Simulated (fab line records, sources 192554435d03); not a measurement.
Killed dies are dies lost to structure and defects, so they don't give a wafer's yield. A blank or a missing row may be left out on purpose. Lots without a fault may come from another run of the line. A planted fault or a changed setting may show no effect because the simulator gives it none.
Chamber matching | flow n5_finfet | N5_MOL_CONTACT_COAG_ETCHBACK_136 on rie_diel-05: 4 sister chambers
The step etches SiO2 in CHF3, target depth 25 nm, time 16.7 s. 18 wafers are shown with their chamber, then 9 later ones without.

WAFERS WITH THEIR CHAMBER
wafer  | chamber | drypump_motor_current_A (A) | rf_vpp_V (V) | showerhead_plenum_p_Torr (Torr)
L077.1 | 1       | 6.5                         | 531          | 2.30
L077.2 | 0       | 5.9                         | 529          | 2.33
L077.5 | 0       | 6.0                         | 530          | 2.33
L078.1 | 1       | 6.4                         | 528          | 2.30
L078.2 | 3       | 4.9                         | 502          | 2.29
L078.6 | 1       | 6.3                         | 530          | 2.30
L082.1 | 0       | 6.0                         | 531          | 2.33
L082.2 | 2       | 5.2                         | 527          | 2.41
L082.6 | 1       | 6.5                         | 529          | 2.30
L085.1 | 2       | 5.2                         | 528          | 2.41
L085.3 | 1       | 6.4                         | 529          | 2.30
L085.6 | 0       | 5.9                         | 530          | 2.33
L089.2 | 1       | 6.4                         | 529          | 2.29
L089.5 | 3       | 4.9                         | 502          | 2.28
L089.6 | 0       | 5.9                         | 530          | 2.32
L090.2 | 0       | 5.9                         | 530          | 2.32
L090.5 | 2       | 5.2                         | 526          | 2.41
L090.6 | 1       | 6.4                         | 527          | 2.29

SIGNATURES (means of the wafers above)
reading                  | chamber 0 | chamber 1 | chamber 2 | chamber 3 | scatter within a chamber
drypump_motor_current_A  | 5.933     | 6.414     | 5.200     | 4.900     | 0.0547
rf_vpp_V                 | 530.00    | 529.00    | 527.00    | 502.00    | 1
showerhead_plenum_p_Torr | 2.3267    | 2.2971    | 2.4100    | 2.2850    | 0.00483
Rule: a wafer's distance from a chamber is the root of the sum, over the readings, of the square of ((its reading less the chamber's mean) divided by the reading's scatter). The wafer belongs to the nearest chamber; if the next one is less than 2 further off, it can't be placed. The scatter: the root of (the sum of the squares of (reading less its chamber's mean) over the shown wafers, divided by (wafers less chambers)).

WAFERS WITHOUT THEIR CHAMBER
wafer  | drypump_motor_current_A (A) | rf_vpp_V (V) | showerhead_plenum_p_Torr (Torr)
L091.4 | 5.2                         | 526          | 2.41
L091.5 | 5.2                         | 527          | 2.41
L091.6 | 4.9                         | 501          | 2.28
L092.2 | 5.2                         | 527          | 2.41
L092.3 | 5.9                         | 531          | 2.32
L092.5 | 6.4                         | 529          | 2.29
L097.1 | 6.4                         | 529          | 2.29
L097.2 | 4.9                         | 501          | 2.27
L097.6 | 6.4                         | 531          | 2.29

WHICH CHAMBER EACH WENT THROUGH
wafer  | from the rows above | in truth
L091.4 | 2                   | 2
L091.5 | 2                   | 2
L091.6 | 3                   | 3
L092.2 | 2                   | 2
L092.3 | 0                   | 0
L092.5 | 1                   | 1
L097.1 | 1                   | 1
L097.2 | 3                   | 3
L097.6 | 1                   | 1
Placed correctly: 9 of 9. Can't be placed from these rows: 0. Placed wrongly: 0.
